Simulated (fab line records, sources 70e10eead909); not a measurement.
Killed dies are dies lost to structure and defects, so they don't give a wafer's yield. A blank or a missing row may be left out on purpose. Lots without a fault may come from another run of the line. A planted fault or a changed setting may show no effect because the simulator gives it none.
fab line records | flow nand_harc
record lots=10 wafers=30 last_day=33
route steps=1302 shown A_BONDPAD@1204 END@1302
lots that met no fault: from a run of the same line without faults
start_h: hours from the record's first day to the start of the lot's first wafer shown | wait_h: hours since the lot's step before | " the same as in the row above | L1.1+2: a row that stands for several wafers | - no value, or no start given | * or withheld: withheld | < > ~ a bound
route shown NAME@n: a module of which the file shows steps, and the number in the route of the first | usual: mean/standard deviation of fault-free wafers | same: alike in all rows | chamber/n: place in a boat | sites: the reading at each site | _std_site: their standard deviation | _edge_site: outer sites' mean less inner sites' | radius_mm: how far each site lies from the wafer's centre | mask NAME#n: copy n | behind: the tool/chamber that last shaped the wafer | hold: why the lot was held/for how many hours/how that ended | device: the transistor (n, p or np) that didn't switch | end of line: the same wafers' tests at the end of the route | a step without rows: its recipe alone | killed: dies lost to structure and defects at the first sort, not the wafer's yield | map: a wafer's dies, x killed, . not, _ none there
set.NAME: the setting as run; set.NAME@STEP: as run at that earlier step | model.NAME: the simulator's own value behind a step, which no gauge read
steps of the route over a sample of lots; a table a step, a row a wafer
services: from which hour (start_h, from the record's first day; less than 0 if before it) a tool's chamber was out of use, for how many hours, and why
## steps
# step NHARC_A_BONDPAD_THK_MEAS_30
# recipe thk_meas_gauge=ellipsometry
# usual thk_nm=199.8/1.5
# columns lot.wafer tool chamber start_h wait_h thk_nm
L871.1 film_metro-02 - 532.85 0.2 202.8
L871.3 " - " " 200.0
L871.6 " - " " 200.5
L870.3 film_metro-02 - 545.94 0.2 198.0
L870.4 " - " " 196.7
L870.6 " - " " 198.2
L872.3 film_metro-01 - 555.75 0.2 199.3
L872.4 " - " " 199.9
L872.6 " - " " 198.2
L874.2 film_metro-02 - 562.77 0.2 199.0
L874.3 " - " " 198.9
L874.6 " - " " 198.8
L875.1 film_metro-01 - 614.43 0.2 198.7
L875.2 " - " " 200.6
L875.4 " - " " 202.1
L882.1 film_metro-01 - 655.72 0.2 199.5
L882.4 " - " " 202.6
L882.6 " - " " 198.6
L884.3 film_metro-02 - 676.42 0.2 201.5
L884.5 " - " " 199.3
L884.6 " - " " 200.8
L886.1 film_metro-01 - 681.78 0.1 198.7
L886.3 " - " " 201.6
L886.5 " - " " 202.2
L891.2 film_metro-02 - 753.97 0.2 199.2
L891.3 " - " " 196.8
L891.5 " - " " 198.1
L892.3 film_metro-02 - 754.84 0.2 198.9
L892.4 " - " " 200.8
L892.5 " - " " 199.1
# step NHARC_A_BONDPAD_ETCH_12
# recipe target_depth_a=2200 time_s=110 chf3_flow_sccm=50 o2_flow_sccm=10 ar_flow_sccm=200 rf_w=500 bias_w=200 chemistry=CHF3/O2
# usual drypump_motor_current_A=5.6/0.52 mfc_ar_sccm=200.0/0.54 oes_product_au=0.941/0.021 rf_fwd_power_W=497.2/1.5 rf_vpp_V=369.3/2.3 showerhead_plenum_p_Torr=2.34/0.1 throttle_valve_pct=20.573/0.0087
# columns lot.wafer tool chamber start_h wait_h drypump_motor_current_A mfc_ar_sccm oes_product_au rf_fwd_power_W rf_hours_counter_h rf_vpp_V showerhead_plenum_p_Torr throttle_valve_pct
L871.3 rie_diel-09 0 - - 6.3 200.1 0.905 494.9 1 374.7 2.54 20.576
L871.1 " 1 " " 5.6 200.2 0.920 496.8 1 368.1 2.27 20.568
L871.6 " 1 " " 5.6 199.6 0.914 497.0 - 368.2 2.27 20.594
L870.4 rie_diel-09 0 - - 6.3 200.0 0.942 494.7 1 374.0 2.54 20.563
L870.3 " 2 " " 4.9 200.0 0.988 497.6 1 368.5 2.29 20.580
L870.6 " 3 " " 5.8 199.7 0.967 498.2 - 367.3 2.30 20.575
L872.3 rie_diel-10 0 - - 5.3 199.6 0.938 497.1 28 368.9 2.42 20.576
L872.4 " 1 " " 6.5 200.3 0.925 496.3 24 372.8 2.45 20.568
L872.6 " 3 " " 6.5 199.6 0.949 498.6 - 370.0 2.37 20.566
L874.2 rie_diel-09 2 - - 4.9 201.1 0.957 496.9 1 365.6 2.29 20.580
L874.3 " 3 " " 5.8 200.3 0.944 499.2 1 369.2 2.30 20.563
L874.6 " 1 " " 5.6 199.6 0.953 498.8 - 366.4 2.26 20.577
L875.1 rie_diel-09 2 - - 4.9 199.7 0.961 494.4 2 367.3 2.29 20.573
L875.2 " 3 " " 5.8 200.0 0.954 495.5 2 367.2 2.30 20.570
L875.4 " 1 " " 5.6 200.3 0.963 494.7 - 369.0 2.26 20.569
L882.1 rie_diel-09 1 656.78 0.1 5.6 200.3 0.946 497.8 4 368.2 2.26 20.572
L882.4 " 1 " " 5.6 199.6 0.954 497.4 - 368.6 2.26 20.569
L882.6 " 2 " " 4.9 200.8 0.961 496.2 - 367.1 2.28 20.568
L884.3 rie_diel-03 3 - - 5.3 200.9 0.920 499.3 10 373.4 2.55 20.582
L884.6 " 2 " " 6.1 199.9 0.925 495.1 - 368.4 2.23 20.571
L884.5 " 3 " " 5.3 200.3 0.920 499.5 - 373.0 2.55 20.575
L886.3 rie_diel-03 3 - - 5.3 199.1 0.929 498.5 11 372.0 2.55 20.575
L886.1 " 1 " " 5.3 199.8 0.915 501.4 10 370.9 2.44 20.573
L886.5 " 2 " " 6.1 199.7 0.922 499.6 - 367.3 2.23 20.572
L891.3 rie_diel-10 1 - - 6.5 200.6 0.905 496.4 23 370.9 2.44 20.580
L891.2 " 3 " " 6.5 199.7 0.927 499.2 23 368.6 2.36 20.580
L891.5 " 3 " " 6.6 199.9 0.935 496.8 - 370.3 2.36 20.572
L892.3 rie_diel-09 0 - - 6.3 199.7 0.950 498.1 2 373.1 2.54 20.580
L892.5 " 2 " " 4.9 200.4 0.933 496.9 - 367.0 2.28 20.564
L892.4 " 0 " " 6.3 199.4 0.935 495.2 - 374.5 2.54 20.573
# step NHARC_A_BONDPAD_STRIP_15
# recipe o2_flow_sccm=500 ar_flow_sccm=0 bias_w=0 chemistry=O2
# usual drypump_motor_current_A=5.7/0.54 mfc_ar_sccm=0.011/0.013 oes_product_au=0.998/0.01 rf_vpp_V=57.8/0.85 showerhead_plenum_p_Torr=3.50/0.15 throttle_valve_pct=17.037/0.01
# columns lot.wafer tool chamber start_h wait_h drypump_motor_current_A mfc_ar_sccm oes_product_au rf_hours_counter_h rf_vpp_V showerhead_plenum_p_Torr throttle_valve_pct
L871.1 rie_diel-10 0 534.01 0.1 5.3 0.006 0.991 26 57.8 3.55 17.047
L871.3 " 1 " " 6.5 0 0.996 21 58.5 3.59 17.043
L871.6 " 0 " " 5.3 0.006 0.984 - 58.1 3.55 17.035
L870.4 rie_diel-10 3 547.15 0.1 6.6 0.021 1.012 26 57.2 3.48 17.045
L870.3 " 0 " " 5.3 0.006 0.994 28 58.3 3.55 17.039
L870.6 " 1 " " 6.5 0 1.001 - 59.1 3.59 17.044
L872.4 rie_diel-03 1 556.80 0.1 5.3 0 0.982 29 57.5 3.60 17.040
L872.3 " 2 " " 6.1 0 1.004 27 56.8 3.30 17.023
L872.6 " 1 " " 5.3 0 0.993 - 57.2 3.60 17.031
L874.2 rie_diel-10 1 563.94 0.1 6.5 0 0.991 25 58.3 3.59 17.038
L874.3 " 2 " " 5.8 0.030 1.000 24 58.8 3.73 17.020
L874.6 " 2 " " 5.8 0.030 1.002 - 57.4 3.73 17.033
L875.2 rie_diel-09 2 615.65 0.1 4.9 0.005 0.998 2 57.4 3.36 17.024
L875.1 " 3 " " 5.8 0.026 0.994 2 57.7 3.38 17.054
L875.4 " 3 " " 5.8 0.026 1.001 - 58.2 3.38 17.030
L882.4 rie_diel-10 2 657.06 0.1 5.8 0.030 0.989 11 57.3 3.72 17.041
L882.1 " 0 " " 5.3 0.006 1.007 10 58.8 3.54 17.028
L882.6 " 2 " " 5.8 0.030 0.984 - 57.2 3.72 17.028
L884.3 rie_diel-10 1 677.62 0.1 6.5 0 0.981 11 57.4 3.58 17.014
L884.5 " 3 " " 6.6 0.021 1.014 - 57.7 3.47 17.028
L884.6 " 0 " " 5.3 0.006 1.010 - 57.6 3.54 17.033
L886.1 rie_diel-10 2 682.98 0.1 5.8 0.030 0.993 14 58.1 3.72 17.040
L886.3 " 3 " " 6.6 0.021 0.995 11 58.0 3.47 17.039
L886.5 " 2 " " 5.8 0.030 0.985 - 57.5 3.71 17.047
L891.3 rie_diel-10 2 755.10 0.1 5.8 0.030 0.999 25 58.7 3.71 17.043
L891.2 " 3 " " 6.5 0.021 1.006 23 59.7 3.46 17.028
L891.5 " 1 " " 6.5 0 0.978 - 58.7 3.58 17.049
L892.4 rie_diel-03 2 756.19 0.1 6.1 0 0.977 37 55.9 3.27 17.061
L892.3 " 3 " " 5.3 0 0.992 36 58.0 3.72 17.034
L892.5 " 2 " " 6.1 0 0.990 - 57.7 3.27 17.041
# step NHARC_A_BONDPAD_ETCH_24
# recipe target_depth_a=300 over_etch_frac=0.3 time_s=72.99 ion_energy_ev=150 cf4_flow_sccm=50 n2_flow_sccm=100 ar_flow_sccm=150 rf_w=300 bias_w=100 chemistry=CF4/N2
# usual drypump_motor_current_A=5.7/0.53 mfc_ar_sccm=150.0/0.43 oes_product_au=0.996/0.0093 rf_fwd_power_W=297.6/1.1 rf_vpp_V=313.7/2.1 showerhead_plenum_p_Torr=2.61/0.11 throttle_valve_pct=19.794/0.0096
# same over_etch_frac=0.3
# columns lot.wafer tool chamber start_h wait_h drypump_motor_current_A mfc_ar_sccm oes_product_au rf_fwd_power_W rf_hours_counter_h rf_vpp_V showerhead_plenum_p_Torr throttle_valve_pct
L871.1 rie_diel-10 0 534.17 - 5.3 149.7 0.990 296.1 26 314.6 2.64 19.798
L871.3 " 2 " " 5.8 150.1 1.000 299.8 21 316.4 2.78 19.797
L871.6 " 0 " " 5.3 150.1 0.990 296.6 - 314.7 2.64 19.808
L870.4 rie_diel-10 0 547.28 - 5.3 150.5 0.983 296.2 28 314.6 2.64 19.801
L870.3 " 2 " " 5.8 149.2 0.993 297.2 23 316.2 2.78 19.791
L870.6 " 0 " " 5.3 149.9 1.000 295.7 - 314.8 2.64 19.781
L872.3 rie_diel-03 0 556.95 - 5.5 149.8 0.994 298.5 26 313.1 2.52 19.790
L872.4 " 1 " " 5.4 150.3 0.975 298.2 29 314.1 2.68 19.801
L872.6 " 0 " " 5.5 149.5 0.991 299.4 - 313.7 2.52 19.815
L874.2 rie_diel-10 2 564.10 - 5.8 150.4 0.999 298.1 24 316.2 2.77 19.796
L874.3 " 3 " " 6.5 149.8 1.006 297.1 27 313.4 2.59 19.779
L874.6 " 2 " " 5.8 150.3 1.001 298.9 - 317.8 2.77 19.815
L875.2 rie_diel-09 2 615.83 0.2 4.9 149.6 1.002 299.1 2 310.7 2.50 19.804
L875.1 " 3 " " 5.8 150.0 0.990 298.3 3 312.2 2.52 19.788
L875.4 " 1 " " 5.6 150.0 0.983 295.8 - 310.0 2.48 19.793
L882.1 rie_diel-10 2 657.20 - 5.8 149.7 0.993 297.9 11 316.5 2.77 19.801
L882.4 " 3 " " 6.5 150.6 1.005 299.2 9 314.6 2.58 19.797
L882.6 " 3 " " 6.6 149.6 1.006 299.0 - 313.2 2.58 19.792
L884.3 rie_diel-10 2 677.76 - 5.8 149.7 0.989 299.3 13 315.4 2.77 19.792
L884.6 " 3 " " 6.5 149.6 0.902 248.5 - 312.4 2.58 19.794
L884.5 " 0 " " 5.3 149.6 1.000 296.4 - 315.4 2.64 19.810
L886.3 rie_diel-10 1 683.13 - 6.5 149.5 0.984 297.8 12 314.3 2.67 19.809
L886.1 " 3 " " 6.5 149.6 0.906 247.6 11 313.1 2.58 19.790
L886.5 " 0 " " 5.3 150.7 1.000 296.0 - 313.7 2.64 19.789
L891.2 rie_diel-10 2 755.26 0.1 5.8 149.1 0.998 296.5 25 317.9 2.76 19.785
L891.3 " 3 " " 6.5 150.3 0.999 296.7 23 313.4 2.58 19.803
L891.5 " 2 " " 5.8 150.5 0.995 297.2 - 315.9 2.76 19.796
L892.4 rie_diel-03 0 756.34 - 5.5 150.0 1.003 296.3 38 312.0 2.49 19.790
L892.3 " 1 " " 5.3 150.0 0.976 298.2 38 313.6 2.65 19.792
L892.5 " 2 " " 6.1 149.3 0.995 297.3 - 310.3 2.43 19.801
# step NHARC_END_SORT_01
# recipe temp_c=25
# usual defect_limited_yield=91.6/2.5 killed_at_array=52/18 killed_at_other=1.2/1.5 killed_at_periphery=4/3.2 killed_dies=57/17 killed_open=3.1/1.9 killed_short=2.5/1.7 sort_bin_2_pct=3.0/1.1 sort_bin_3_pct=0.6/0.36 sort_bin_4_pct=4.9/1.5 sort_n_pass=620/17 sort_rim_yield_pct=91/3.8 sort_yield_pct=91.6/2.5
# same gross_dies=677 sort_bin_5_pct[%]=0 sort_bin_6_pct[%]=0 sort_bin_7_pct[%]=0 sort_bin_8_pct[%]=0 sort_rim_n_gross=106.00
# columns lot.wafer tool chamber start_h wait_h defect_limited_yield[%] killed_at_array killed_at_other killed_at_periphery killed_dies killed_open killed_short sort_bin_2_pct[%] sort_bin_3_pct[%] sort_bin_4_pct[%] sort_n_pass sort_rim_yield_pct[%] sort_yield_pct[%]
L871.1 prober-01 0 563.25 2.5 91.1 59 0 1 60 4 3 2.7 0.3 5.9 617 86 91.1
L871.3 prober-01 0 564.86 3.1 89.1 72 1 1 74 1 1 5.2 0.9 4.9 603 90 89.1
L871.6 prober-01 0 567.27 4.0 89.4 68 0 4 72 4 3 3.1 1.2 6.4 605 89 89.4
L870.3 prober-02 0 580.23 3.1 93.8 41 0 1 42 3 1 2.5 0.3 3.4 635 93 93.8
L870.4 prober-02 0 581.03 3.4 92.2 49 0 4 53 0 5 2.7 0.3 4.9 624 97 92.2
L870.6 prober-02 0 582.61 4.0 93.8 39 0 3 42 6 4 2.2 0.3 3.7 635 88 93.8
L872.3 prober-02 0 587.99 3.1 92.0 48 0 6 54 1 3 2.5 0.4 5.0 623 94 92.0
L872.4 prober-02 0 588.78 3.4 93.8 40 1 1 42 4 3 2.2 0.3 3.7 635 89 93.8
L872.6 prober-02 0 590.35 3.9 92.0 53 0 1 54 2 7 2.5 0.9 4.6 623 94 92.0
L874.2 prober-01 0 596.74 2.8 92.8 47 0 2 49 5 0 2.7 1.5 3.1 628 94 92.8
L874.3 prober-01 0 597.55 3.1 91.3 58 0 1 59 0 0 2.5 0.9 5.3 618 86 91.3
L874.6 prober-01 0 599.98 4.0 93.8 38 0 4 42 2 6 3.1 0.6 2.5 635 89 93.8
L875.1 prober-01 0 647.34 2.5 89.8 67 0 2 69 1 1 4.3 1.3 4.6 608 90 89.8
L875.2 prober-01 0 648.16 2.8 88.8 71 1 4 76 4 2 4.3 1.0 5.9 601 91 88.8
L875.4 prober-01 0 649.79 3.4 91.3 58 0 1 59 2 1 3.2 0.6 4.9 618 87 91.3
L882.1 prober-01 0 685.50 2.5 93.8 29 0 13 42 2 3 1.6 0.1 4.4 635 95 93.8
L882.4 prober-01 0 687.92 3.4 95.1 19 0 14 33 4 3 1.6 0 3.2 644 97 95.1
L882.6 prober-01 0 689.52 4.0 94.5 21 1 15 37 2 2 2.5 0.1 2.8 640 97 94.5
L884.3 prober-02 0 708.77 3.1 95.1 32 0 1 33 1 1 1.6 0 3.2 644 96 95.1
L884.5 prober-02 0 710.36 3.7 93.5 42 0 2 44 4 3 2.7 0 3.8 633 90 93.5
L884.6 prober-02 0 711.16 4.0 94.8 33 0 2 35 2 2 1.5 0.3 3.4 642 99 94.8
L886.1 prober-01 0 715.14 2.5 92.6 49 0 1 50 5 0 1.9 0.7 4.7 627 90 92.6
L886.3 prober-01 0 716.73 3.1 91.0 61 0 0 61 2 1 2.2 0.3 6.5 616 91 91.0
L886.5 prober-01 0 718.32 3.7 91.6 56 0 1 57 4 1 2.7 0.6 5.2 620 95 91.6
L891.2 prober-01 0 786.13 2.8 95.4 21 5 5 31 2 3 1.3 0.6 2.7 646 92 95.4
L891.3 prober-01 0 786.95 3.1 96.0 21 5 1 27 4 1 0.9 0 3.1 650 98 96.0
L891.5 prober-01 0 788.58 3.8 95.6 17 4 9 30 2 3 1.2 0.3 3.0 647 95 95.6
L892.3 prober-02 0 790.96 3.1 91.6 53 1 3 57 3 4 1.9 1.0 5.5 620 97 91.6
L892.4 prober-02 0 791.76 3.4 93.8 40 1 1 42 3 1 2.2 0.6 3.4 635 92 93.8
L892.5 prober-02 0 792.55 3.7 91.9 51 2 2 55 2 1 2.5 1.2 4.4 622 95 91.9
# killed by level:class
L871.1 A_CHANNEL_HOLE_D1:chamber_film_flake=19 A_SLIT:chamber_film_flake=17 A_CHANNEL_HOLE_D2:chamber_film_flake=8 A_CONTACT:chamber_film_flake=3 A_CHANNEL_FILL_D1:geometric_particle:short=2 A_ONON_D2:geometric_particle:open=2 A_ZERO_WELL:chamber_film_flake=2 A_ONON_D1:geometric_particle:open=1
L871.3 A_CHANNEL_HOLE_D1:chamber_film_flake=32 A_SLIT:chamber_film_flake=25 A_CHANNEL_HOLE_D2:chamber_film_flake=9 A_ZERO_WELL:chamber_film_flake=3 A_CONTACT:chamber_film_flake=2 P_CONTACT:geometric_particle:open=1 A_CHANNEL_HOLE_D1:geometric_particle:short=1 HYBRID_BOND:latent=1
L871.6 A_SLIT:chamber_film_flake=30 A_CHANNEL_HOLE_D1:chamber_film_flake=17 A_CHANNEL_HOLE_D2:chamber_film_flake=8 A_ZERO_WELL:chamber_film_flake=3 A_CHANNEL_FILL_D1:geometric_particle:open=2 A_CHANNEL_FILL_D1:chamber_film_flake=2 A_CONTACT:chamber_film_flake=2 P_GATE:geometric_particle:open=1
L870.3 A_SLIT:chamber_film_flake=18 A_CHANNEL_HOLE_D2:chamber_film_flake=8 A_CHANNEL_FILL_D2:chamber_film_flake=4 A_WL_FILL:chamber_film_flake=3 A_CONTACT:chamber_film_flake=3 A_CHANNEL_FILL_D1:geometric_particle:short=1 A_CHANNEL_FILL_D1:geometric_particle:open=1 A_SGD_CUT:geometric_particle:open=1
L870.4 A_SLIT:chamber_film_flake=24 A_CHANNEL_FILL_D2:chamber_film_flake=8 A_CHANNEL_HOLE_D2:chamber_film_flake=6 P_GATE:chamber_film_flake=3 A_WL_FILL:chamber_film_flake=3 A_CONTACT:chamber_film_flake=3 A_WL_FILL:geometric_particle:short=2 P_M0:geometric_particle:short=1
L870.6 A_SLIT:chamber_film_flake=21 A_CONTACT:chamber_film_flake=4 A_WL_FILL:chamber_film_flake=3 A_ONON_D1:geometric_particle:short=2 A_ONON_D2:geometric_particle:open=2 A_CHANNEL_HOLE_D2:chamber_film_flake=2 P_CONTACT:geometric_particle:open=1 P_CONTACT:geometric_particle:short=1
L872.3 A_CHANNEL_HOLE_D2:chamber_film_flake=33 P_GATE:chamber_film_flake=5 A_CONTACT:chamber_film_flake=4 A_ONON_D2:geometric_particle:short=2 A_STAIRCASE:chamber_film_flake=2 A_WL_FILL:geometric_particle:short=1 A_M0:geometric_particle:open=1 P_STI:chamber_film_flake=1
L872.4 A_CHANNEL_HOLE_D2:chamber_film_flake=20 A_CONTACT:chamber_film_flake=8 A_M0:geometric_particle:open=2 A_SLIT:chamber_film_flake=2 A_CHANNEL_HOLE_D1:geometric_particle:short=1 A_CHANNEL_FILL_D1:geometric_particle:short=1 A_DECK1_JOINT:geometric_particle:open=1 A_CHANNEL_FILL_D2:geometric_particle:short=1
L872.6 A_CHANNEL_HOLE_D2:chamber_film_flake=28 A_STAIRCASE:chamber_film_flake=6 A_WL_FILL:geometric_particle:short=4 A_CHANNEL_HOLE_D1:chamber_film_flake=3 A_DECK1_JOINT:chamber_film_flake=2 A_CONTACT:unspecified=2 A_WL_FILL:chamber_film_flake=2 A_CHANNEL_HOLE_D1:geometric_particle:short=1
L874.2 A_CHANNEL_HOLE_D1:chamber_film_flake=20 A_CHANNEL_HOLE_D2:chamber_film_flake=16 A_CONTACT:chamber_film_flake=4 A_ONON_D1:geometric_particle:open=1 A_CHANNEL_FILL_D2:geometric_particle:open=1 A_WL_FILL:geometric_particle:open=1 A_CONTACT:geometric_particle:open=1 A_M0:geometric_particle:open=1
L874.3 A_CHANNEL_HOLE_D2:chamber_film_flake=36 A_CHANNEL_HOLE_D1:chamber_film_flake=15 A_ZERO_WELL:chamber_film_flake=3 P_CONTACT:chamber_film_flake=1 A_SLIT:chamber_film_flake=1 A_CHANNEL_FILL_D1:chamber_film_flake=1 A_STAIRCASE:chamber_film_flake=1 A_CONTACT:chamber_film_flake=1
L874.6 A_CHANNEL_HOLE_D2:chamber_film_flake=14 A_CHANNEL_HOLE_D1:chamber_film_flake=13 A_CHANNEL_FILL_D1:geometric_particle:short=2 A_STAIRCASE:chamber_film_flake=2 A_CONTACT:chamber_film_flake=2 P_CONTACT:geometric_particle:short=1 P_M0:geometric_particle:open=1 P_M1:geometric_particle:short=1
L875.1 A_CHANNEL_HOLE_D1:chamber_film_flake=31 A_SLIT:chamber_film_flake=20 A_CHANNEL_HOLE_D2:chamber_film_flake=10 A_CONTACT:chamber_film_flake=3 P_CONTACT:geometric_particle:open=1 A_CHANNEL_FILL_D2:geometric_particle:short=1 P_ZERO_WELL:chamber_film_flake=1 A_DECK1_JOINT:chamber_film_flake=1
L875.2 A_SLIT:chamber_film_flake=36 A_CHANNEL_HOLE_D1:chamber_film_flake=20 A_CHANNEL_HOLE_D2:chamber_film_flake=10 A_STAIRCASE:chamber_film_flake=2 A_CONTACT:chamber_film_flake=2 P_GATE:geometric_particle:open=1 P_CONTACT:geometric_particle:open=1 P_M0:geometric_particle:open=1
L875.4 A_SLIT:chamber_film_flake=27 A_CHANNEL_HOLE_D1:chamber_film_flake=16 A_CHANNEL_HOLE_D2:chamber_film_flake=8 A_STAIRCASE:chamber_film_flake=2 A_CONTACT:chamber_film_flake=2 P_GATE:geometric_particle:open=1 A_ONON_D1:geometric_particle:open=1 A_WL_FILL:geometric_particle:short=1
L882.1 A_CHANNEL_HOLE_D1:chamber_film_flake=14 P_GATE:chamber_film_flake=6 A_SLIT:chamber_film_flake=5 P_M0:chamber_film_flake=2 P_BONDPAD:chamber_film_flake=2 A_DECK1_JOINT:chamber_film_flake=2 A_WL_FILL:chamber_film_flake=2 A_CONTACT:chamber_film_flake=2
L882.4 P_GATE:chamber_film_flake=7 A_CHANNEL_HOLE_D1:chamber_film_flake=5 P_M0:chamber_film_flake=3 A_CHANNEL_FILL_D1:chamber_film_flake=3 A_SLIT:chamber_film_flake=3 P_STI:geometric_particle:open=1 A_ONON_D1:geometric_particle:short=1 A_ONON_D1:geometric_particle:open=1
L882.6 A_CHANNEL_HOLE_D1:chamber_film_flake=7 P_BONDPAD:chamber_film_flake=5 P_M0:chamber_film_flake=4 P_STI:chamber_film_flake=3 A_WL_FILL:chamber_film_flake=3 A_CONTACT:chamber_film_flake=3 A_SLIT:chamber_film_flake=2 A_CHANNEL_FILL_D1:chamber_film_flake=2
L884.3 A_CHANNEL_HOLE_D2:chamber_film_flake=14 A_CHANNEL_HOLE_D1:chamber_film_flake=9 A_STAIRCASE:chamber_film_flake=3 A_SLIT:chamber_film_flake=2 A_ONON_D1:geometric_particle:short=1 A_ONON_D2:geometric_particle:open=1 P_CONTACT:chamber_film_flake=1 A_ZERO_WELL:chamber_film_flake=1
L884.5 A_CHANNEL_HOLE_D2:chamber_film_flake=17 A_CHANNEL_HOLE_D1:chamber_film_flake=5 A_CONTACT:chamber_film_flake=4 A_ZERO_WELL:chamber_film_flake=3 A_CHANNEL_FILL_D1:chamber_film_flake=3 A_SLIT:chamber_film_flake=2 A_ONON_D1:geometric_particle:short=1 A_DECK1_JOINT:geometric_particle:short=1
L884.6 A_CHANNEL_HOLE_D2:chamber_film_flake=19 A_CHANNEL_HOLE_D1:chamber_film_flake=3 A_CONTACT:chamber_film_flake=3 A_DECK1_JOINT:geometric_particle:short=2 A_SLIT:chamber_film_flake=2 P_M0:geometric_particle:open=1 A_M0:geometric_particle:open=1 P_ZERO_WELL:chamber_film_flake=1
L886.1 A_CHANNEL_HOLE_D1:chamber_film_flake=19 A_STAIRCASE:chamber_film_flake=9 A_CONTACT:chamber_film_flake=5 A_BLC:chamber_film_flake=5 A_BLC:geometric_particle:open=3 A_SLIT:chamber_film_flake=3 A_CHANNEL_FILL_D1:chamber_film_flake=2 P_M0:geometric_particle:open=1
L886.3 A_CHANNEL_HOLE_D1:chamber_film_flake=33 A_STAIRCASE:chamber_film_flake=10 A_BLC:chamber_film_flake=4 A_WL_FILL:chamber_film_flake=3 A_CONTACT:chamber_film_flake=3 A_SLIT:chamber_film_flake=2 A_CHANNEL_HOLE_D1:geometric_particle:short=1 A_CHANNEL_HOLE_D2:geometric_particle:open=1
L886.5 A_CHANNEL_HOLE_D1:chamber_film_flake=33 A_STAIRCASE:chamber_film_flake=6 A_SLIT:chamber_film_flake=3 A_CONTACT:chamber_film_flake=3 A_CHANNEL_FILL_D1:chamber_film_flake=2 A_SGD_CUT:chamber_film_flake=2 A_BLC:chamber_film_flake=2 P_GATE:geometric_particle:open=1
L891.2 A_SLIT:chamber_film_flake=8 THIN_TSV:chamber_film_flake=5 A_STAIRCASE:chamber_film_flake=4 P_M1:chamber_film_flake=3 A_CHANNEL_FILL_D1:geometric_particle:short=2 A_CONTACT:chamber_film_flake=2 A_CHANNEL_FILL_D1:geometric_particle:open=1 A_DECK1_JOINT:geometric_particle:short=1
L891.3 A_SLIT:chamber_film_flake=9 A_STAIRCASE:chamber_film_flake=7 THIN_TSV:chamber_film_flake=4 A_ONON_D1:geometric_particle:open=1 A_CHANNEL_FILL_D1:geometric_particle:open=1 A_DECK1_JOINT:geometric_particle:open=1 A_WL_FILL:geometric_particle:short=1 STARTING-WAFER:geometric_particle:open=1
L891.5 A_SLIT:chamber_film_flake=7 A_CONTACT:chamber_film_flake=4 P_ZERO_WELL:chamber_film_flake=3 P_M1:chamber_film_flake=3 A_STAIRCASE:chamber_film_flake=3 THIN_TSV:chamber_film_flake=3 P_CONTACT:geometric_particle:open=1 A_SOURCE_PLATE:geometric_particle:short=1
L892.3 A_SLIT:chamber_film_flake=38 A_CHANNEL_HOLE_D1:chamber_film_flake=6 A_CONTACT:chamber_film_flake=3 A_CHANNEL_HOLE_D2:geometric_particle:short=2 P_GATE:geometric_particle:open=1 P_CONTACT:geometric_particle:short=1 A_CHANNEL_FILL_D1:geometric_particle:open=1 A_CHANNEL_FILL_D2:geometric_particle:open=1
L892.4 A_SLIT:chamber_film_flake=21 A_CHANNEL_HOLE_D1:chamber_film_flake=11 A_STAIRCASE:chamber_film_flake=2 A_CONTACT:chamber_film_flake=2 A_CHANNEL_HOLE_D2:geometric_particle:short=1 A_CHANNEL_FILL_D2:geometric_particle:open=1 A_SGD_CUT:geometric_particle:open=1 A_M0:geometric_particle:open=1
L892.5 A_SLIT:chamber_film_flake=25 A_CHANNEL_HOLE_D1:chamber_film_flake=13 A_CONTACT:chamber_film_flake=6 A_STAIRCASE:chamber_film_flake=3 A_M0:geometric_particle:open=2 P_ZERO_WELL:chamber_film_flake=2 THIN_TSV:chamber_film_flake=2 A_BLC:geometric_particle:short=1
## services
# columns tool chamber start_h hours kind
rie_diel-10 0 527.43 - clean
rie_diel-10 1 527.43 - clean
rie_diel-10 2 527.43 - clean
rie_diel-10 3 527.43 - clean
rie_diel-03 - 533.13 0.7 repair
rie_diel-03 2 543.29 7.7 repair
rie_diel-10 0 551.93 - clean
rie_diel-10 0 565.13 10.6 repair
rie_diel-10 1 570.87 4.5 repair
rie_diel-09 0 590.65 132.0 repair
rie_diel-10 3 596.81 1.9 repair
rie_diel-10 - 596.95 9.0 pm
rie_diel-03 2 625.40 19.0 repair
rie_diel-03 - 638.04 9.0 pm
rie_diel-10 - 641.96 0.8 repair
rie_diel-09 3 644.36 2.8 repair
rie_diel-10 1 648.03 4.8 repair
rie_diel-09 3 649.36 9.7 repair
rie_diel-10 3 651.17 4.0 repair
rie_diel-09 - 674.10 9.0 pm
rie_diel-09 1 687.77 108.4 repair
rie_diel-09 3 701.16 8.6 repair
rie_diel-10 1 737.59 4.1 repair
rie_diel-10 0 752.75 6.8 repair
## key
first_sign step=NHARC_A_BONDPAD_ETCH_24 reading=rf_fwd_power_W direction=down sigmas=46 usual=* struck=*
effect step=NHARC_A_BONDPAD_ETCH_24 reading=oes_product_au direction=down sigmas=9.9 usual=0.996 struck=0.904
met_at NHARC_A_BONDPAD_ETCH_24
struck_lots L884,L886
struck_wafers L884.6,L886.1
not_acting_at NHARC_A_BONDPAD_THK_MEAS_30,NHARC_A_BONDPAD_ETCH_12,NHARC_A_BONDPAD_STRIP_15
onset_between 657.20 677.76
fault kind=process_parameter_drift tool=rie_diel-10 chamber=3 onset_h=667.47 steps=NHARC_A_BONDPAD_ETCH_24 channel=rf_w offset=* shape=step end_h=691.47 acts_in=* stated=*
